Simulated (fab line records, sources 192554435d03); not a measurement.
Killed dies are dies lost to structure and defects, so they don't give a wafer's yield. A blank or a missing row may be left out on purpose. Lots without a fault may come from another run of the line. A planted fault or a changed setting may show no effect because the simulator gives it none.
Which tool did it? | flow n5_finfet | 23 lots, 69 wafers sampled, at 5 steps of a route of 1938

WHAT THE GAUGES READ, wafer by wafer
N5_FIN_SAQP_CD_MEAS_27: target cd 20 nm. Usual: cd_nm 20.30 nm, standard deviation 0.2.
lot  | measured    | on        | cd_nm (nm)        | flag
L074 | day 2 02:06 | cd_sem-01 | 20.43 20.03 20.07 |
L075 | day 2 06:04 | cd_sem-02 | 20.09 20.26 20.77 |
L076 | day 2 12:36 | cd_sem-02 | 20.32 19.89 19.98 |
L077 | day 2 18:57 | cd_sem-02 | 20.15 20.18 20.60 |
L078 | day 3 00:07 | cd_sem-01 | 20.33 20.45 20.35 |
L079 | day 3 06:16 | cd_sem-02 | 20.44 20.24 20.12 |
L080 | day 3 12:43 | cd_sem-02 | 20.26 20.04 20.20 |
L081 | day 3 17:58 | cd_sem-01 | 20.14 20.53 20.30 |
L082 | day 3 23:59 | cd_sem-03 | 20.42 20.10 20.43 |
L083 | day 4 06:44 | cd_sem-02 | 20.46 20.39 20.09 |
L084 | day 4 13:46 | cd_sem-02 | 20.50 20.42 20.37 |
L085 | day 4 21:20 | cd_sem-02 | 20.22 20.24 19.90 |
L086 | day 5 00:53 | cd_sem-03 | 20.53 20.30 20.27 |
L087 | day 5 05:57 | cd_sem-02 | 20.56 20.38 20.01 |
L089 | day 5 19:12 | cd_sem-02 | 20.57 20.35 20.42 |
L090 | day 6 00:07 | cd_sem-02 | 20.27 20.51 20.26 |
L091 | day 6 07:16 | cd_sem-03 | 20.34 19.84 20.22 |
L092 | day 6 11:48 | cd_sem-02 | 20.19 20.29 20.37 |
L093 | day 6 17:37 | cd_sem-03 | 20.10 20.20 20.43 |
L094 | day 7 01:14 | cd_sem-01 | 20.51 20.18 20.10 |
L095 | day 7 07:34 | cd_sem-02 | 20.23 20.31 20.32 |
L096 | day 7 13:02 | cd_sem-03 | 20.08 20.05 20.25 |
L097 | day 7 17:44 | cd_sem-01 | 20.46 20.49 20.23 |

N5_FIN_CUT_OVL_MEAS_09. Usual: FIN_CUT_OVL 0.0 nm, standard deviation 0.63.
lot  | measured    | on         | FIN_CUT_OVL (nm) | flag
L074 | day 2 05:49 | overlay-01 | -0.5 -0.8 -0.5   |
L075 | day 2 08:32 | overlay-02 | 0.9 -0.2 0.8     |
L076 | day 2 15:11 | overlay-02 | 0.0 -0.6 -0.2    |
L077 | day 2 21:51 | overlay-02 | 0.9 0.5 1.0      |
L078 | day 3 03:00 | overlay-02 | -0.6 0.5 0.5     |
L079 | day 3 09:21 | overlay-01 | -0.2 -0.8 0.8    |
L080 | day 3 15:19 | overlay-02 | -0.4 -1.1 0.4    |
L081 | day 3 21:00 | overlay-02 | 0.6 1.6 0.3      |
L082 | day 4 03:21 | overlay-02 | 0.7 0.8 0.9      |
L083 | day 4 09:44 | overlay-02 | -0.3 0.3 0.0     |
L084 | day 4 18:19 | overlay-02 | 0.3 -0.3 -0.1    |
L085 | day 5 00:58 | overlay-01 | -0.7 0.2 0.1     |
L086 | day 5 03:31 | overlay-01 | -0.5 0.3 1.2     |
L087 | day 5 08:41 | overlay-02 | -0.4 0.1 0.3     |
L089 | day 5 22:02 | overlay-01 | -0.2 0.6 -0.2    |
L090 | day 6 03:08 | overlay-01 | 0.0 -0.7 -0.3    |
L091 | day 6 09:52 | overlay-02 | -0.9 -1.1 0.0    |
L092 | day 6 14:33 | overlay-02 | -0.6 -0.2 0.1    |
L093 | day 6 20:36 | overlay-02 | 0.4 0.9 0.5      |
L094 | day 7 04:31 | overlay-01 | -0.5 1.6 0.6     |
L095 | day 7 10:56 | overlay-01 | -0.6 -0.5 -0.8   |
L096 | day 7 15:29 | overlay-02 | -1.3 -0.8 -0.2   |
L097 | day 7 20:37 | overlay-02 | -0.2 -0.4 0.0    |

WHICH TOOL RAN EACH LOT (tool, then ch and the chambers of the sampled wafers, then the start)
lot  | N5_FIN_SAQP_ETCH_57               | N5_FIN_SAQP_MANDREL_ETCH_58     | N5_FIN_SAQP_ETCH_34
L074 | rie_diel-01 ch 0,1,3, day 2 02:14 | rie_si-06 ch 1,2, day 2 02:23   | rie_diel-03 ch 0,2,3, day 2 04:53
L075 | rie_diel-01 ch 0,1,3, day 2 06:07 | rie_si-05 ch 0,1,2, day 2 06:15 | rie_diel-03 ch 0,1,2, day 2 07:44
L076 | rie_diel-02 ch 1,2,3, day 2 12:39 | rie_si-06 ch 0,1,2, day 2 12:47 | rie_diel-01 ch 0,1,2, day 2 14:16
L077 | rie_diel-01 ch 0,2, day 2 19:10   | rie_si-06 ch 0,1,3, day 2 19:19 | rie_diel-02 ch 1,2,3, day 2 20:55
L078 | rie_diel-03 ch 1,2,3, day 3 00:14 | rie_si-06 ch 0,1,3, day 3 00:22 | rie_diel-01 ch 0,1, day 3 02:11
L079 | rie_diel-03 ch 2,3, day 3 06:19   | rie_si-03 ch 0,2,3, day 3 06:28 | rie_diel-03 ch 1,3, day 3 08:26
L080 | rie_diel-01 ch 0,1,2, day 3 12:46 | rie_si-06 ch 2,3, day 3 12:55   | rie_diel-03 ch 2,3, day 3 14:31
L081 | rie_diel-03 ch 0,1, day 3 18:01   | rie_si-06 ch 1,2,3, day 3 18:10 | rie_diel-03 ch 0,1,2, day 3 20:12
L082 | rie_diel-01 ch 0,2,3, day 4 00:02 | rie_si-06 ch 2,3, day 4 00:11   | rie_diel-01 ch 2,3, day 4 02:25
L083 | rie_diel-02 ch 0,1, day 4 06:53   | rie_si-03 ch 1,2,3, day 4 07:02 | rie_diel-02 ch 0,3, day 4 08:53
L084 | rie_diel-01 ch 0,3, day 4 13:51   | rie_si-05 ch 2,3, day 4 13:59   | rie_diel-03 ch 2,3, day 4 17:23
L085 | rie_diel-02 ch 2,3, day 4 21:29   | rie_si-05 ch 0,1, day 4 21:38   | rie_diel-03 ch 1,2, day 4 23:59
L086 | rie_diel-02 ch 0,1,3, day 5 00:56 | rie_si-05 ch 1,2, day 5 01:05   | rie_diel-02 ch 0,2,3, day 5 02:36
L087 | rie_diel-02 ch 2,3, day 5 06:09   | rie_si-06 ch 1,2, day 5 06:17   | rie_diel-02 ch 0,2,3, day 5 07:46
L089 | rie_diel-01 ch 0,1, day 5 19:15   | rie_si-06 ch 0,1, day 5 19:23   | rie_diel-01 ch 0,2,3, day 5 21:14
L090 | rie_diel-03 ch 0,2,3, day 6 00:23 | rie_si-06 ch 0,1,3, day 6 00:31 | rie_diel-02 ch 0,1,3, day 6 02:20
L091 | rie_diel-02 ch 0,1,3, day 6 07:19 | rie_si-06 ch 2,3, day 6 07:28   | rie_diel-02 ch 1, day 6 09:01
L092 | rie_diel-02 ch 1,2,3, day 6 11:50 | rie_si-03 ch 0,3, day 6 11:59   | rie_diel-02 ch 0,1,2, day 6 13:44
L093 | rie_diel-03 ch 0,1,3, day 6 17:40 | rie_si-06 ch 1,2,3, day 6 17:49 | rie_diel-02 ch 1,2,3, day 6 19:40
L094 | rie_diel-01 ch 2,3, day 7 01:22   | rie_si-06 ch 2,3, day 7 01:30   | rie_diel-02 ch 0,2, day 7 03:43
L095 | rie_diel-03 ch 0,2, day 7 07:36   | rie_si-03 ch 0,1,3, day 7 07:44 | rie_diel-02 ch 0,1, day 7 10:00
L096 | rie_diel-03 ch 0,1,2, day 7 13:05 | rie_si-06 ch 0,1, day 7 13:13   | rie_diel-02 ch 0,1,2, day 7 14:42
L097 | rie_diel-01 ch 2,3, day 7 17:47   | rie_si-03 ch 0,1,2, day 7 17:56 | rie_diel-03 ch 0,2,3, day 7 19:46
- N5_FIN_SAQP_ETCH_57: etches SiNx in CH3F/O2, target depth 32.5 nm, time 46.4 s.
- N5_FIN_SAQP_MANDREL_ETCH_58: etches a-Si in HBr/Cl2, stops on SiNx, target depth 45 nm, bt time 10 s, time 27 s.
- N5_FIN_SAQP_ETCH_34: etches SiO2 in C4F6/O2, target depth 45 nm, time 15 s.

WHAT THE TOOLS THEMSELVES READ (means of the sampled wafers that have a number; where no wafer has one, the mark that the record gives instead)
N5_FIN_SAQP_ETCH_57. Usual: drypump_motor_current_A 5.9 A, standard deviation 0.41; etch_rf_on_time_s 46.1 s, standard deviation 0.84; oes_product_au 0.65 a.u., standard deviation 0.069; rf_vpp_V 296.0 V, standard deviation 3; showerhead_plenum_p_Torr 2.01 Torr, standard deviation 0.063; throttle_valve_pct 16.27 %, standard deviation 0.25.
lot  | tool        | drypump_motor_current_A (A) | etch_rf_on_time_s (s) | oes_product_au (a.u.) | rf_vpp_V (V) | showerhead_plenum_p_Torr (Torr) | throttle_valve_pct (%) | flag
L074 | rie_diel-01 | 6.1                         | 45.7                  | 0.58                  | 294.1        | 1.98                            | 16.35                  |
L075 | rie_diel-01 | 6.1                         | 46.7                  | 0.58                  | 293.8        | 1.98                            | 16.35                  |
L076 | rie_diel-02 | 5.4                         | 45.3                  | 0.65                  | 296.0        | 2.00                            | 16.43                  |
L077 | rie_diel-01 | 5.8                         | 45.7                  | 0.66                  | 292.2        | 2.03                            | 16.04                  |
L078 | rie_diel-03 | 6.2                         | 44.4                  | 0.64                  | 297.2        | 1.99                            | 16.35                  |
L079 | rie_diel-03 | 6.4                         | 46.3                  | 0.64                  | 299.5        | 1.94                            | 16.36                  |
L080 | rie_diel-01 | 5.9                         | 47.0                  | 0.62                  | 292.9        | 2.01                            | 16.24                  |
L081 | rie_diel-03 | 6.1                         | 46.9                  | 0.61                  | 298.3        | 2.01                            | 16.22                  |
L082 | rie_diel-01 | 6.0                         | 45.8                  | 0.71                  | 295.0        | 2.07                            | 16.03                  |
L083 | rie_diel-02 | 5.0                         | 45.5                  | 0.65                  | 296.3        | 1.95                            | 16.12                  |
L084 | rie_diel-01 | 6.2                         | 45.9                  | 0.73                  | 298.7        | 2.11                            | 16.02                  |
L085 | rie_diel-02 | 5.8                         | 45.8                  | 0.67                  | 298.7        | 2.04                            | 16.50                  |
L086 | rie_diel-02 | 5.4                         | 45.5                  | 0.67                  | 297.1        | 1.99                            | 16.16                  |
L087 | rie_diel-02 | 5.7                         | 45.8                  | 0.62                  | 295.6        | 2.04                            | 16.69                  |
L089 | rie_diel-01 | 6.1                         | 46.4                  | 0.66                  | 293.3        | 2.02                            | 16.15                  |
L090 | rie_diel-03 | 6.3                         | 46.9                  | 0.61                  | 297.2        | 1.96                            | 16.37                  |
L091 | rie_diel-02 | 5.4                         | 46.0                  | 0.66                  | 296.4        | 1.98                            | 16.18                  |
L092 | rie_diel-02 | 5.4                         | 45.8                  | 0.72                  | 297.0        | 1.99                            | 16.35                  |
L093 | rie_diel-03 | 6.1                         | 46.3                  | 0.61                  | 297.5        | 2.01                            | 16.41                  |
L094 | rie_diel-01 | 6.0                         | 45.7                  | 0.72                  | 296.3        | 2.08                            | 16.01                  |
L095 | rie_diel-03 | 6.3                         | 47.3                  | 0.59                  | 299.5        | 1.94                            | 16.26                  |
L096 | rie_diel-03 | 6.2                         | 46.8                  | 0.61                  | 299.3        | 1.98                            | 16.27                  |
L097 | rie_diel-01 | 5.8                         | 46.6                  | 0.68                  | 293.8        | 2.04                            | 16.05                  |

N5_FIN_SAQP_MANDREL_ETCH_58. Usual: drypump_motor_current_A 5.6 A, standard deviation 0.53; mfc_cl2_sccm 80.01 sccm, standard deviation 0.26; oes_product_au 0.695 a.u., standard deviation 0.011; throttle_valve_pct 35.58 %, standard deviation 0.23.
lot  | tool      | drypump_motor_current_A (A) | mfc_cl2_sccm (sccm) | oes_product_au (a.u.) | throttle_valve_pct (%) | flag
L074 | rie_si-06 | 5.2                         | 80.05               | 0.699                 | 35.53                  |
L075 | rie_si-05 | 5.4                         | 79.79               | 0.689                 | 35.54                  |
L076 | rie_si-06 | 5.7                         | 80.06               | 0.693                 | 35.49                  |
L077 | rie_si-06 | 5.5                         | 79.98               | 0.689                 | 35.65                  |
L078 | rie_si-06 | 5.5                         | 80.02               | 0.694                 | 35.63                  |
L079 | rie_si-03 | 5.9                         | 79.69               | 0.703                 | 35.49                  |
L080 | rie_si-06 | 5.8                         | 79.82               | 0.705                 | 35.92                  |
L081 | rie_si-06 | 5.5                         | 80.10               | 0.701                 | 35.72                  |
L082 | rie_si-06 | 5.8                         | 80.16               | 0.705                 | 35.92                  |
L083 | rie_si-03 | 5.7                         | 79.89               | 0.691                 | 35.46                  |
L084 | rie_si-05 | 5.5                         | 80.20               | 0.673                 | 35.57                  |
L085 | rie_si-05 | 5.2                         | 80.16               | 0.696                 | 35.49                  |
L086 | rie_si-05 | 5.6                         | 79.99               | 0.687                 | 35.58                  |
L087 | rie_si-06 | 5.2                         | 79.92               | 0.700                 | 35.52                  |
L089 | rie_si-06 | 5.2                         | 80.13               | 0.694                 | 35.44                  |
L090 | rie_si-06 | 5.5                         | 79.82               | 0.702                 | 35.63                  |
L091 | rie_si-06 | 5.9                         | 79.95               | 0.706                 | 35.77                  |
L092 | rie_si-03 | 6.1                         | 80.05               | 0.694                 | 35.58                  |
L093 | rie_si-06 | 5.5                         | 80.23               | 0.706                 | 35.71                  |
L094 | rie_si-06 | 5.8                         | 80.23               | 0.704                 | 35.93                  |
L095 | rie_si-03 | 5.8                         | 79.91               | 0.694                 | 35.57                  |
L096 | rie_si-06 | 5.7                         | 79.70               | 0.697                 | 35.40                  |
L097 | rie_si-03 | 5.7                         | 79.87               | 0.698                 | 35.49                  |

N5_FIN_SAQP_ETCH_34. Usual: drypump_motor_current_A 5.8 A, standard deviation 0.5; etch_rf_on_time_s 14.95 s, standard deviation 0.16; oes_product_au 0.66 a.u., standard deviation 0.066; rf_vpp_V 664 V, standard deviation 5.9; showerhead_plenum_p_Torr 2.84 Torr, standard deviation 0.087; throttle_valve_pct 20.96 %, standard deviation 0.23.
lot  | tool        | drypump_motor_current_A (A) | etch_rf_on_time_s (s) | oes_product_au (a.u.) | rf_vpp_V (V) | showerhead_plenum_p_Torr (Torr) | throttle_valve_pct (%) | flag
L074 | rie_diel-03 | 6.3                         | 15.09                 | 0.63                  | 667          | 2.79                            | 21.02                  |
L075 | rie_diel-03 | 6.2                         | 15.09                 | 0.63                  | 670          | 2.83                            | 20.87                  |
L076 | rie_diel-01 | 5.9                         | 15.06                 | 0.63                  | 656          | 2.87                            | 20.90                  |
L077 | rie_diel-02 | 5.4                         | 14.93                 | 0.65                  | 665          | 2.86                            | 21.16                  |
L078 | rie_diel-01 | 6.1                         | 15.09                 | 0.60                  | 656          | 2.89                            | 20.93                  |
L079 | rie_diel-03 | 6.0                         | 14.94                 | 0.63                  | 663          | 2.91                            | 21.07                  |
L080 | rie_diel-03 | 6.4                         | 14.88                 | 0.63                  | 668          | 2.76                            | 21.05                  |
L081 | rie_diel-03 | 6.2                         | 14.99                 | 0.62                  | 669          | 2.83                            | 20.88                  |
L082 | rie_diel-01 | 5.8                         | 14.88                 | 0.73                  | 657          | 2.92                            | 20.70                  |
L083 | rie_diel-02 | 5.7                         | 14.81                 | 0.72                  | 669          | 2.90                            | 20.94                  |
L084 | rie_diel-03 | 6.3                         | 15.05                 | 0.62                  | 663          | 2.80                            | 21.23                  |
L085 | rie_diel-03 | 6.2                         | 14.90                 | 0.64                  | 671          | 2.80                            | 20.92                  |
L086 | rie_diel-02 | 5.6                         | 15.00                 | 0.66                  | 664          | 2.90                            | 21.10                  |
L087 | rie_diel-02 | 5.6                         | 15.12                 | 0.65                  | 664          | 2.90                            | 21.10                  |
L089 | rie_diel-01 | 6.0                         | 14.87                 | 0.68                  | 659          | 2.93                            | 20.78                  |
L090 | rie_diel-02 | 5.4                         | 15.01                 | 0.67                  | 666          | 2.83                            | 20.90                  |
L091 | rie_diel-02 | 4.8                         | 14.76                 | 0.60                  | 663          | 2.71                            | 20.97                  |
L092 | rie_diel-02 | 5.3                         | 14.90                 | 0.72                  | 661          | 2.83                            | 20.95                  |
L093 | rie_diel-02 | 5.4                         | 14.95                 | 0.71                  | 664          | 2.84                            | 21.11                  |
L094 | rie_diel-02 | 5.5                         | 14.92                 | 0.73                  | 661          | 2.89                            | 20.85                  |
L095 | rie_diel-02 | 5.3                         | 14.82                 | 0.66                  | 662          | 2.82                            | 20.78                  |
L096 | rie_diel-02 | 5.3                         | 14.79                 | 0.71                  | 660          | 2.83                            | 20.97                  |
L097 | rie_diel-03 | 6.3                         | 15.01                 | 0.60                  | 666          | 2.77                            | 21.07                  |

THE ANSWER, worked out from the rows above alone
Rule: a lot is off if the mean of its wafers that have a number lies more than 3 standard deviations from the usual mean. A lot without any number at a reading at which 4 lots or more have one is off too. The other lots that the step has rows for count as sound. The gauges are gone through in route order, then the tools' own readings, and for those a lot's mean is taken as printed above. The first step at which some lot is off is used, and at that step the reading that is off furthest; a lot without a number counts as furthest.
No lot is off at any reading shown: from this, nothing can be told.

WHAT THE SIMULATOR HAD PUT IN
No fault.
